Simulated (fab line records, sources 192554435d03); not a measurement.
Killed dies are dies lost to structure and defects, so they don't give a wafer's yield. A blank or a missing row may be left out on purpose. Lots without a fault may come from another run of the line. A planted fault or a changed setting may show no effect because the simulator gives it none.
Chamber matching | flow n5_finfet | N5_MOL_CONTACT_COAG_STRIP_96 on rie_diel-03: 4 sister chambers
The step strips in N2/H2. 18 wafers are shown with their chamber, then 9 later ones without.

WAFERS WITH THEIR CHAMBER
wafer  | chamber | throttle_valve_pct (%) | showerhead_plenum_p_Torr (Torr) | oes_product_au (a.u.)
L074.3 | 3       | 19.1                   | 3.17                            | 0.70
L074.4 | 1       | 18.4                   | 3.43                            | 0.88
L074.5 | 3       | 19.1                   | 3.17                            | 0.71
L080.3 | 2       | 18.6                   | 3.37                            | 0.81
L080.4 | 3       | 19.1                   | 3.16                            | 0.70
L080.5 | 1       | 18.5                   | 3.42                            | 0.86
L083.2 | 1       | 18.4                   | 3.41                            | 0.87
L083.5 | 1       | 18.4                   | 3.42                            | 0.85
L083.6 | 0       | 19.5                   | 3.36                            | 0.73
L084.1 | 2       | 18.6                   | 3.37                            | 0.80
L084.3 | 1       | 18.4                   | 3.41                            | 0.85
L084.4 | 2       | 18.5                   | 3.37                            | 0.81
L088.1 | 0       | 19.5                   | 3.35                            | 0.73
L088.3 | 1       | 18.5                   | 3.41                            | 0.82
L088.4 | 0       | 19.5                   | 3.35                            | 0.72
L089.1 | 2       | 18.6                   | 3.36                            | 0.79
L089.4 | 0       | 19.5                   | 3.35                            | 0.72
L089.5 | 2       | 18.6                   | 3.36                            | 0.79

SIGNATURES (means of the wafers above)
reading                  | chamber 0 | chamber 1 | chamber 2 | chamber 3 | scatter within a chamber
throttle_valve_pct       | 19.500    | 18.433    | 18.580    | 19.100    | 0.039
showerhead_plenum_p_Torr | 3.3525    | 3.4167    | 3.3660    | 3.1667    | 0.00652
oes_product_au           | 0.7250    | 0.8550    | 0.8000    | 0.7033    | 0.0139
Rule: a wafer's distance from a chamber is the root of the sum, over the readings, of the square of ((its reading less the chamber's mean) divided by the reading's scatter). The wafer belongs to the nearest chamber; if the next one is less than 2 further off, it can't be placed. The scatter: the root of (the sum of the squares of (reading less its chamber's mean) over the shown wafers, divided by (wafers less chambers)).

WAFERS WITHOUT THEIR CHAMBER
wafer  | throttle_valve_pct (%) | showerhead_plenum_p_Torr (Torr) | oes_product_au (a.u.)
L092.2 | 18.6                   | 3.36                            | 0.80
L092.3 | 19.5                   | 3.35                            | 0.71
L092.4 | 18.5                   | 3.40                            | 0.83
L093.1 | 18.5                   | 3.40                            | 0.81
L093.3 | 18.7                   | 3.56                            | 0.92
L093.6 | 18.6                   | 3.36                            | 0.79
L095.1 | 19.5                   | 3.35                            | 0.71
L095.3 | 18.6                   | 3.35                            | 0.77
L095.4 | 18.7                   | 3.56                            | 0.94

WHICH CHAMBER EACH WENT THROUGH
wafer  | from the rows above     | in truth
L092.2 | 2                       | 2
L092.3 | 0                       | 0
L092.4 | 1                       | 1
L093.1 | can't be placed: 1 or 2 | 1
L093.3 | 1                       | 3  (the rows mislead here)
L093.6 | 2                       | 2
L095.1 | 0                       | 0
L095.3 | 2                       | 2
L095.4 | 1                       | 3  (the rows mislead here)
Placed correctly: 6 of 9. Can't be placed from these rows: 1 (the true chamber is among the candidates in 1). Placed wrongly: 2.
